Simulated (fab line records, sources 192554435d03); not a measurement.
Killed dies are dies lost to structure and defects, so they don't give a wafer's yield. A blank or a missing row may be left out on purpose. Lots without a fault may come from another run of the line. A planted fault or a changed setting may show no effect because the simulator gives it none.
fab line records | flow n5_finfet
record lots=24 wafers=72 last_day=17
route steps=1938 shown BEOL_M5@1193 BEOL_M6@1210 BEOL_M7@1277
lots that met no fault: from a run of the same line without faults
start_h: hours from the record's first day to the start of the lot's first wafer shown | wait_h: hours since the lot's step before | " the same as in the row above | L1.1+2: a row that stands for several wafers | - no value, or no start given | * or withheld: withheld | < > ~ a bound
route shown NAME@n: a module of which the file shows steps, and the number in the route of the first | usual: mean/standard deviation of fault-free wafers | same: alike in all rows | chamber/n: place in a boat | sites: the reading at each site | _std_site: their standard deviation | _edge_site: outer sites' mean less inner sites' | radius_mm: how far each site lies from the wafer's centre | mask NAME#n: copy n | behind: the tool/chamber that last shaped the wafer | hold: why the lot was held/for how many hours/how that ended | device: the transistor (n, p or np) that didn't switch | end of line: the same wafers' tests at the end of the route | a step without rows: its recipe alone | killed: dies lost to structure and defects at the first sort, not the wafer's yield | map: a wafer's dies, x killed, . not, _ none there
set.NAME: the setting as run; set.NAME@STEP: as run at that earlier step | model.NAME: the simulator's own value behind a step, which no gauge read
steps of the route over a sample of lots; a table a step, a row a wafer
services: from which hour (start_h, from the record's first day; less than 0 if before it) a tool's chamber was out of use, for how many hours, and why
## steps
# step N5_BEOL_M5_INSPECT_58
# recipe inspect_instrument=darkfield mode=post_dep
# usual raw_defect_count=79/24
# columns lot.wafer tool chamber start_h wait_h raw_defect_count
L075.3 defect_inspect-02 - 174.83 0.0 71
L075.4 " - " " 72
L075.6 " - " " 98
L074.1 defect_inspect-02 - 179.76 0.0 99
L074.2 " - " " 104
L074.4 " - " " 80
L076.2 defect_inspect-02 - 194.90 0.0 101
L076.3 " - " " 80
L076.5 " - " " 133
L077.4 defect_inspect-01 - 197.40 0.0 92
L077.5 " - " " 104
L077.6 " - " " 88
L079.2 defect_inspect-01 - 205.63 0.0 77
L079.3 " - " " 82
L079.6 " - " " 71
L078.1 defect_inspect-01 - 209.96 0.0 87
L078.2 " - " " 56
L078.6 " - " " 97
L080.2 defect_inspect-01 - 211.61 0.0 65
L080.3 " - " " 63
L080.6 " - " " 68
L081.2 defect_inspect-01 - 216.47 0.0 36
L081.5 " - " " 37
L081.6 " - " " 55
L082.1 defect_inspect-02 - 224.51 0.0 64
L082.3 " - " " 70
L082.4 " - " " 66
L083.1 defect_inspect-01 - 227.39 0.0 55
L083.2 " - " " 91
L083.4 " - " " 74
L084.2 defect_inspect-01 - 240.60 0.0 78
L084.3 " - " " 81
L084.6 " - " " 88
L087.3 defect_inspect-02 - 255.80 0.0 31
L087.5 " - " " 44
L087.6 " - " " 65
L085.1 defect_inspect-01 - 262.08 0.0 66
L085.3 " - " " 78
L085.4 " - " " 74
L086.2 defect_inspect-01 - 262.84 0.0 43
L086.4 " - " " 37
L086.6 " - " " 63
L088.1 defect_inspect-02 - 280.65 0.0 98
L088.5 " - " " 51
L088.6 " - " " 66
L089.3 defect_inspect-02 - 281.13 0.0 67
L089.4 " - " " 111
L089.6 " - " " 64
L091.1 defect_inspect-01 - 283.82 0.0 59
L091.2 " - " " 113
L091.6 " - " " 125
L090.2 defect_inspect-02 - 286.58 0.0 106
L090.4 " - " " 103
L090.5 " - " " 112
L092.1 defect_inspect-01 - 286.77 0.0 71
L092.4 " - " " 89
L092.6 " - " " 81
L093.1 defect_inspect-01 - 288.57 0.0 126
L093.3 " - " " 111
L093.4 " - " " 182
L094.2 defect_inspect-01 - 292.50 0.0 65
L094.3 " - " " 90
L094.5 " - " " 90
L095.4 defect_inspect-01 - 307.81 0.0 86
L095.5 " - " " 65
L095.6 " - " " 97
L096.4 defect_inspect-01 - 312.73 0.0 39
L096.5 " - " " 62
L096.6 " - " " 68
L097.1 defect_inspect-01 - 323.23 0.0 58
L097.4 " - " " 63
L097.5 " - " " 58
# step N5_BEOL_M6_DESCUM_16
# recipe chemistry=O2 time_s=7.9 source_power_w=50 bias_power_w=20 pressure_mtorr=20 rf_frequency_hz=2.712e+07 temp_c=40 resist=CAR-ArF o2_flow_sccm=225
# usual bias_power_w=20.00/0.056 drypump_motor_current_A=5.6/0.42 oes_product_au=0.81/0.097 rf_vpp_V=243.1/1.2 showerhead_plenum_p_Torr=2.10/0.053 throttle_valve_pct=20.58/0.21
# columns lot.wafer tool chamber start_h wait_h bias_power_w drypump_motor_current_A oes_product_au rf_hours_counter_h rf_vpp_V showerhead_plenum_p_Torr throttle_valve_pct
L075.3 rie_diel-03 3 177.04 0.0 19.95 5.5 0.91 21 245.2 2.14 20.40
L075.4 " 2 " " 20.07 5.3 0.69 231 243.3 2.15 20.72
L075.6 " 3 " " 19.98 5.5 0.92 - 242.5 2.14 20.40
L074.1 rie_diel-04 1 182.62 0.0 19.94 5.3 0.85 46 243.1 2.02 20.40
L074.2 " 3 " " 19.90 6.3 0.69 233 243.3 2.17 20.65
L074.4 " 2 " " 20.02 5.5 0.91 27 242.9 2.08 20.80
L076.2 rie_diel-03 2 196.83 0.0 19.99 5.3 0.68 241 244.6 2.15 20.73
L076.3 " 1 " " 20.06 6.3 0.81 85 243.3 2.13 20.61
L076.5 " 1 " " 20.07 6.3 0.81 - 244.2 2.13 20.61
L077.4 rie_diel-05 0 200.12 0.5 20.00 6.0 0.71 191 240.7 2.00 20.56
L077.5 " 1 " " 20.05 5.3 0.91 - 243.6 2.15 20.68
L077.6 " 0 " " 19.99 6.0 0.71 - 242.0 2.00 20.55
L079.2 rie_diel-05 0 208.07 0.1 19.96 6.0 0.71 194 241.3 2.00 20.55
L079.3 " 1 " " 19.97 5.3 0.91 25 243.2 2.15 20.67
L079.6 " 3 " " 20.10 5.8 0.70 - 242.1 2.10 20.91
L078.1 rie_diel-03 3 212.27 0.0 20.05 5.5 0.89 37 243.1 2.13 20.42
L078.2 " 2 " " 20.15 5.4 0.68 247 244.3 2.15 20.75
L078.6 " 0 " " 20.01 5.8 0.96 - 240.8 2.06 20.20
L080.2 rie_diel-03 0 213.36 0.0 20.00 5.8 0.97 3 241.8 2.06 20.19
L080.3 " 1 " " 20.01 6.3 0.81 92 242.4 2.13 20.62
L080.6 " 0 " " 19.97 5.8 0.97 - 241.6 2.06 20.20
L081.2 rie_diel-04 2 217.64 0.0 19.99 5.5 0.89 37 241.5 2.07 20.81
L081.5 " 3 " " 20.03 6.3 0.68 - 244.3 2.16 20.65
L081.6 " 2 " " 20.02 5.5 0.89 - 241.7 2.07 20.81
L082.1 rie_diel-03 0 226.01 0.1 20.10 5.8 0.95 8 243.1 2.05 20.19
L082.3 " 3 " " 20.07 5.5 0.88 43 245.1 2.13 20.46
L082.4 " 1 " " 20.03 6.3 0.81 - 244.0 2.13 20.62
L083.1 rie_diel-04 0 229.53 0.2 19.95 4.8 0.82 93 242.7 2.14 20.54
L083.2 " 1 " " 19.99 5.3 0.82 65 242.0 2.01 20.42
L083.4 " 3 " " 19.93 6.2 0.68 250 243.8 2.16 20.66
L084.2 rie_diel-03 0 243.04 0.3 20.04 5.8 0.93 17 244.0 2.05 20.23
L084.3 " 3 " " 19.97 5.5 0.86 51 245.1 2.13 20.46
L084.6 " 3 " " 20.03 5.5 0.86 - 242.8 2.13 20.46
L087.3 rie_diel-04 1 261.17 0.0 20.05 5.3 0.82 78 239.9 2.00 20.44
L087.5 " 0 " " 19.99 4.9 0.81 - 243.0 2.13 20.57
L087.6 " 3 " " 20.01 6.3 0.96 - 244.6 2.16 20.28
L085.1 rie_diel-05 2 264.56 0.0 19.98 5.3 0.72 144 243.8 2.13 20.77
L085.3 " 3 " " 19.87 5.8 0.69 206 242.5 2.09 20.94
L085.4 " 0 " " 20.07 6.0 0.70 215 241.6 1.99 20.59
L086.2 rie_diel-03 0 265.10 0.1 19.96 5.8 0.90 24 242.5 2.05 20.22
L086.4 " 1 " " 20.08 6.3 0.79 112 242.9 2.13 20.64
L086.6 " 1 " " 20.02 6.3 0.80 - 244.0 2.12 20.65
L088.1 rie_diel-03 1 286.05 0.0 20.02 6.3 0.78 119 242.3 2.12 20.65
L088.5 " 1 " " 19.88 6.3 0.78 - 242.9 2.12 20.66
L088.6 " 2 " " 19.97 5.4 0.95 - 244.6 2.14 20.34
L089.3 rie_diel-04 2 286.36 0.2 20.04 5.5 0.85 64 240.9 2.06 20.83
L089.4 " 1 " " 20.03 5.3 0.80 86 244.2 2.00 20.48
L089.6 " 2 " " 20.02 5.5 0.85 - 241.8 2.06 20.84
L091.1 rie_diel-03 0 286.72 0.0 19.95 5.8 0.89 31 242.8 2.05 20.23
L091.2 " 2 " " 20.03 5.4 0.94 15 245.3 2.14 20.33
L091.6 " 3 " " 20.03 5.4 0.83 - 244.9 2.12 20.48
L090.2 rie_diel-05 1 288.65 0.0 20.02 5.3 0.86 54 243.8 2.14 20.72
L090.4 " 3 " " 20.04 5.8 0.68 213 243.7 2.09 20.95
L090.5 " 0 " " 20.00 6.0 0.69 - 241.5 1.99 20.59
L092.1 rie_diel-05 2 289.43 0.0 20.00 5.3 0.72 151 244.1 2.13 20.77
L092.4 " 0 " " 19.91 6.0 0.69 224 241.6 1.99 20.61
L092.6 " 0 " " 20.02 6.0 0.69 - 240.8 1.99 20.60
L093.1 rie_diel-05 1 290.49 0.0 19.98 5.3 0.85 54 243.2 2.14 20.71
L093.3 " 0 " " 20.01 6.0 0.70 224 240.4 1.99 20.61
L093.4 " 3 " " 20.10 5.8 0.68 213 243.1 2.09 20.95
L094.2 rie_diel-03 2 293.80 0.0 20.04 5.4 0.95 18 243.9 2.14 20.34
L094.3 " 1 " " 19.97 6.3 0.79 122 242.7 2.12 20.66
L094.5 " 3 " " 20.01 5.5 0.84 - 243.9 2.12 20.49
L095.4 rie_diel-05 2 311.03 0.0 20.00 5.3 0.71 158 242.6 2.13 20.78
L095.5 " 1 " " 20.09 5.3 0.85 - 244.2 2.13 20.75
L095.6 " 2 " " 20.01 5.3 0.71 - 243.5 2.13 20.78
L096.4 rie_diel-05 2 315.71 0.0 19.91 5.3 0.71 160 242.9 2.13 20.79
L096.5 " 0 " " 20.08 6.0 0.68 - 240.7 1.98 20.60
L096.6 " 3 " " 20.04 5.8 0.68 - 244.1 2.09 20.97
L097.1 rie_diel-04 1 326.44 0.2 19.94 5.3 0.78 101 243.3 2.00 20.47
L097.4 " 0 " " 19.96 4.8 0.79 128 244.1 2.12 20.59
L097.5 " 2 " " 20.01 5.5 0.83 - 242.5 2.06 20.88
# step N5_BEOL_M6_CD_MEAS_18
# recipe pitch_nm=80 target_cd_nm=40
# usual cd_nm=39.9/0.78
# columns lot.wafer tool chamber start_h wait_h cd_nm
L075.3 cd_sem-02 - 177.50 0.1 40.3
L075.4 " - " " 40.9
L075.6 " - " " 39.7
L074.1 cd_sem-02 - 183.08 0.0 39.4
L074.2 " - " " 39.6
L074.4 " - " " 38.9
L076.2 cd_sem-01 - 197.29 0.1 39.9
L076.3 " - " " 39.9
L076.5 " - " " 39.8
L077.4 cd_sem-03 - 200.71 0.1 39.3
L077.5 " - " " 40.3
L077.6 " - " " 38.7
L079.2 cd_sem-03 - 208.57 0.1 40.6
L079.3 " - " " 41.8
L079.6 " - " " 40.0
L078.1 cd_sem-01 - 212.72 0.0 40.5
L078.2 " - " " 38.6
L078.6 " - " " 41.3
L080.2 cd_sem-01 - 213.85 0.1 39.4
L080.3 " - " " 39.0
L080.6 " - " " 39.1
L081.2 cd_sem-03 - 218.12 0.1 40.4
L081.5 " - " " 40.4
L081.6 " - " " 40.8
L082.1 cd_sem-02 - 226.58 0.0 38.4
L082.3 " - " " 39.4
L082.4 " - " " 39.3
L083.1 cd_sem-01 - 230.13 0.0 39.6
L083.2 " - " " 40.1
L083.4 " - " " 39.7
L084.2 cd_sem-02 - 243.62 0.1 40.1
L084.3 " - " " 40.8
L084.6 " - " " 39.7
L087.3 cd_sem-02 - 261.63 0.1 40.3
L087.5 " - " " 39.6
L087.6 " - " " 41.3
L085.1 cd_sem-01 - 265.02 0.0 41.0
L085.3 " - " " 39.4
L085.4 " - " " 40.3
L086.2 cd_sem-03 - 265.56 0.1 39.6
L086.4 " - " " 40.4
L086.6 " - " " 40.0
L088.1 cd_sem-02 - 286.56 0.0 38.9
L088.5 " - " " 38.5
L088.6 " - " " 38.9
L089.3 cd_sem-03 - 286.82 0.1 40.4
L089.4 " - " " 40.9
L089.6 " - " " 39.5
L091.1 cd_sem-02 - 287.17 0.0 39.4
L091.2 " - " " 40.3
L091.6 " - " " 40.6
L090.2 cd_sem-02 - 289.11 0.1 38.8
L090.4 " - " " 39.2
L090.5 " - " " 39.6
L092.1 cd_sem-01 - 289.91 0.0 40.9
L092.4 " - " " 39.3
L092.6 " - " " 40.9
L093.1 cd_sem-01 - 290.95 0.0 39.4
L093.3 " - " " 38.6
L093.4 " - " " 38.7
L094.2 cd_sem-03 - 294.35 0.1 39.7
L094.3 " - " " 40.0
L094.5 " - " " 39.2
L095.4 cd_sem-03 - 311.49 0.1 40.7
L095.5 " - " " 39.3
L095.6 " - " " 40.8
L096.4 cd_sem-03 - 316.17 0.1 39.7
L096.5 " - " " 38.8
L096.6 " - " " 39.7
L097.1 cd_sem-02 - 326.91 0.0 39.6
L097.4 " - " " 39.8
L097.5 " - " " 41.3
# step N5_BEOL_M6_INSPECT_30
# recipe mode=adi inspect_instrument=brightfield
# usual raw_defect_count=417/86
# columns lot.wafer tool chamber start_h wait_h raw_defect_count
L075.3 defect_inspect-01 - 177.90 0.0 438
L075.4 " - " " 343
L075.6 " - " " 458
L074.1 defect_inspect-01 - 183.80 0.1 487
L074.2 " - " " 483
L074.4 " - " " 526
L076.2 defect_inspect-02 - 197.81 0.0 329
L076.3 " - " " 336
L076.5 " - " " 476
L077.4 defect_inspect-02 - 201.10 0.0 653
L077.5 " - " " 552
L077.6 " - " " 429
L079.2 defect_inspect-02 - 209.00 0.0 468
L079.3 " - " " 486
L079.6 " - " " 503
L078.1 defect_inspect-01 - 215.06 0.1 288
L078.2 " - " " 279
L078.6 " - " " 392
L080.2 defect_inspect-02 - 215.24 0.0 535
L080.3 " - " " 364
L080.6 " - " " 342
L081.2 defect_inspect-01 - 218.64 0.0 590
L081.5 " - " " 550
L081.6 " - " " 373
L082.1 defect_inspect-01 - 226.98 0.1 395
L082.3 " - " " 337
L082.4 " - " " 311
L083.1 defect_inspect-01 - 230.53 0.1 281
L083.2 " - " " 363
L083.4 " - " " 411
L084.2 defect_inspect-02 - 245.08 0.0 440
L084.3 " - " " 377
L084.6 " - " " 451
L087.3 defect_inspect-01 - 263.27 0.0 264
L087.5 " - " " 253
L087.6 " - " " 386
L086.2 defect_inspect-01 - 266.74 0.0 397
L086.4 " - " " 416
L086.6 " - " " 365
L085.1 defect_inspect-01 - 266.91 0.1 382
L085.3 " - " " 438
L085.4 " - " " 380
L088.1 defect_inspect-01 - 287.11 0.1 435
L088.5 " - " " 331
L088.6 " - " " 511
L089.3 defect_inspect-02 - 287.21 0.0 302
L089.4 " - " " 418
L089.6 " - " " 332
L091.1 defect_inspect-01 - 288.61 0.1 380
L091.2 " - " " 358
L091.6 " - " " 455
L090.2 defect_inspect-01 - 289.63 0.0 564
L090.4 " - " " 493
L090.5 " - " " 400
L092.1 defect_inspect-01 - 290.96 0.1 304
L092.4 " - " " 415
L092.6 " - " " 400
L093.1 defect_inspect-02 - 291.34 0.1 660
L093.3 " - " " 634
L093.4 " - " " 722
L094.2 defect_inspect-01 - 294.92 0.0 396
L094.3 " - " " 401
L094.5 " - " " 402
L095.4 defect_inspect-02 - 312.18 0.0 516
L095.5 " - " " 559
L095.6 " - " " 526
L096.4 defect_inspect-02 - 317.01 0.0 318
L096.5 " - " " 402
L096.6 " - " " 439
L097.1 defect_inspect-02 - 330.31 0.1 390
L097.4 " - " " 327
L097.5 " - " " 316
# step N5_BEOL_M6_ANNEAL_51
# recipe temp_c=225 time_s=90 ambient=N2
# usual wafer_temp_C_max=225.9/0.52
# columns lot.wafer tool chamber start_h wait_h wafer_temp_C_max
L075.3 rtp_anneal-01 0 181.07 1.2 225.5
L075.4 " 0 " " 225.6
L075.6 " 0 " " 225.5
L074.1 rtp_anneal-02 0 188.50 0.1 226.3
L074.2 " 0 " " 226.4
L074.4 " 0 " " 226.1
L076.2 rtp_anneal-01 0 201.01 0.8 226.1
L076.3 " 0 " " 225.8
L076.5 " 0 " " 225.5
L077.4 rtp_anneal-02 0 203.93 0.2 226.2
L077.5 " 0 " " 226.9
L077.6 " 0 " " 226.2
L079.2 rtp_anneal-02 0 211.06 0.1 226.3
L079.3 " 0 " " 226.5
L079.6 " 0 " " 226.9
L078.1 rtp_anneal-02 0 217.74 0.7 226.6
L078.2 " 0 " " 226.2
L078.6 " 0 " " 226.6
L080.2 rtp_anneal-01 0 218.51 0.9 225.7
L080.3 " 0 " " 225.7
L080.6 " 0 " " 225.6
L081.2 rtp_anneal-01 0 220.74 0.1 225.4
L081.5 " 0 " " 225.4
L081.6 " 0 " " 225.2
L082.1 rtp_anneal-01 0 229.59 0.1 225.3
L082.3 " 0 " " 225.6
L082.4 " 0 " " 225.5
L083.1 rtp_anneal-01 0 234.10 0.1 225.6
L083.2 " 0 " " 225.4
L083.4 " 0 " " 225.3
L084.2 rtp_anneal-01 0 248.16 0.1 225.4
L084.3 " 0 " " 225.4
L084.6 " 0 " " 225.8
L087.3 rtp_anneal-02 0 265.71 0.6 226.5
L087.5 " 0 " " 226.1
L087.6 " 0 " " 226.9
L086.2 rtp_anneal-02 0 270.23 0.9 226.2
L086.4 " 0 " " 225.9
L086.6 " 0 " " 226.4
L085.1 rtp_anneal-01 0 270.36 0.9 225.2
L085.3 " 0 " " 225.1
L085.4 " 0 " " 224.8
L088.1 rtp_anneal-02 0 289.98 0.1 226.3
L088.5 " 0 " " 226.3
L088.6 " 0 " " 226.4
L089.3 rtp_anneal-02 0 290.38 0.1 226.3
L089.4 " 0 " " 226.7
L089.6 " 0 " " 226.4
L091.1 rtp_anneal-02 0 290.71 0.1 226.6
L091.2 " 0 " " 226.8
L091.6 " 0 " " 226.1
L090.2 rtp_anneal-01 0 292.80 0.1 225.4
L090.4 " 0 " " 225.6
L090.5 " 0 " " 225.4
L092.1 rtp_anneal-02 0 293.11 0.2 226.5
L092.4 " 0 " " 226.8
L092.6 " 0 " " 226.6
L093.1 rtp_anneal-01 0 293.56 0.1 225.6
L093.3 " 0 " " 225.2
L093.4 " 0 " " 225.3
L094.2 rtp_anneal-01 0 297.76 0.3 225.2
L094.3 " 0 " " 225.3
L094.5 " 0 " " 225.3
L095.4 rtp_anneal-02 0 315.69 0.2 226.9
L095.5 " 0 " " 226.2
L095.6 " 0 " " 226.7
L096.4 rtp_anneal-01 0 319.20 0.2 225.3
L096.5 " 0 " " 225.5
L096.6 " 0 " " 225.4
L097.1 rtp_anneal-01 0 333.35 0.9 225.6
L097.4 " 0 " " 225.5
L097.5 " 0 " " 225.4
# step N5_BEOL_M7_OVL_MEAS_12
# recipe points_per_wafer=44
# usual M7_OVL=0.2/0.73
# columns lot.wafer tool chamber start_h wait_h M7_OVL[nm]
L075.3 overlay-02 0 184.20 0.0 1.7
L075.4 " 0 " " 0.3
L075.6 " 0 " " 0.7
L074.1 overlay-02 0 192.67 0.0 0.2
L074.2 " 0 " " 0.4
L074.4 " 0 " " 1.0
L076.2 overlay-01 0 204.39 0.0 -0.6
L076.3 " 0 " " -0.2
L076.5 " 0 " " -0.1
L077.4 overlay-01 0 207.47 0.0 0.1
L077.5 " 0 " " 0.5
L077.6 " 0 " " 0.8
L079.2 overlay-02 0 213.46 0.0 1.2
L079.3 " 0 " " 1.2
L079.6 " 0 " " 1.8
L078.1 overlay-02 0 219.60 0.0 -0.5
L078.2 " 0 " " -1.6
L078.6 " 0 " " -0.5
L080.2 overlay-01 0 220.91 0.0 0.0
L080.3 " 0 " " -1.0
L080.6 " 0 " " -0.3
L081.2 overlay-01 0 224.28 0.0 -1.0
L081.5 " 0 " " -0.3
L081.6 " 0 " " 0.0
L082.1 overlay-01 0 231.61 0.0 -0.6
L082.3 " 0 " " -0.8
L082.4 " 0 " " -0.5
L083.1 overlay-02 0 236.37 0.0 0.9
L083.2 " 0 " " 0.1
L083.4 " 0 " " -0.7
L084.2 overlay-01 0 251.87 0.0 0.6
L084.3 " 0 " " 0.8
L084.6 " 0 " " 0.7
L087.3 overlay-02 0 269.13 0.0 0.2
L087.5 " 0 " " 0.4
L087.6 " 0 " " -0.3
L086.2 overlay-02 0 272.98 0.0 -0.9
L086.4 " 0 " " -0.2
L086.6 " 0 " " -0.7
L085.1 overlay-01 0 273.84 0.0 0.4
L085.3 " 0 " " -0.5
L085.4 " 0 " " -0.1
L088.1 overlay-02 0 292.34 0.0 0.5
L088.5 " 0 " " 0.9
L088.6 " 0 " " 0.2
L089.3 overlay-02 0 292.62 0.0 -0.1
L089.4 " 0 " " 0.3
L089.6 " 0 " " 0.1
L091.1 overlay-02 0 293.03 0.0 -0.2
L091.2 " 0 " " 0.3
L091.6 " 0 " " 0.3
L090.2 overlay-02 0 294.74 0.0 -0.8
L090.4 " 0 " " 0.3
L090.5 " 0 " " 0.3
L092.1 overlay-01 0 295.46 0.0 1.0
L092.4 " 0 " " -0.4
L092.6 " 0 " " -0.3
L093.1 overlay-01 0 295.86 0.0 1.3
L093.3 " 0 " " -0.4
L093.4 " 0 " " 0.0
L094.2 overlay-02 0 300.00 0.0 -1.2
L094.3 " 0 " " -1.1
L094.5 " 0 " " -0.4
L095.4 overlay-01 0 318.56 0.0 1.6
L095.5 " 0 " " 0.8
L095.6 " 0 " " 0.6
L096.4 overlay-02 0 323.26 0.0 2.0
L096.5 " 0 " " 0.8
L096.6 " 0 " " 0.5
L097.1 overlay-01 0 337.77 0.0 0.1
L097.4 " 0 " " 1.3
L097.5 " 0 " " -0.2
## services
# columns tool chamber start_h hours kind
rie_diel-04 2 169.75 12.7 repair
rie_diel-03 0 180.04 - clean
rie_diel-03 0 180.04 - consumable_replace:focus_ring
rie_diel-03 0 180.04 25.4 scheduled_down
rie_diel-03 0 180.04 25.4 vent_cycle
rie_diel-04 2 205.62 6.8 repair
rie_diel-03 2 222.26 - clean
rie_diel-03 2 222.26 - consumable_replace:focus_ring
rie_diel-03 2 222.26 19.4 scheduled_down
rie_diel-03 2 222.26 19.4 vent_cycle
rie_diel-04 3 229.79 - clean
rie_diel-04 3 229.79 - consumable_replace:focus_ring
rie_diel-04 3 229.79 18.8 scheduled_down
rie_diel-04 3 229.79 18.8 vent_cycle
rie_diel-05 3 257.16 2.8 repair
rtp_anneal-01 - 275.01 1.8 pm
rie_diel-04 2 277.62 3.7 repair
rie_diel-05 - 312.87 0.5 repair
rie_diel-05 - 314.04 0.3 repair
rie_diel-03 3 328.53 19.9 repair
## key
fault none
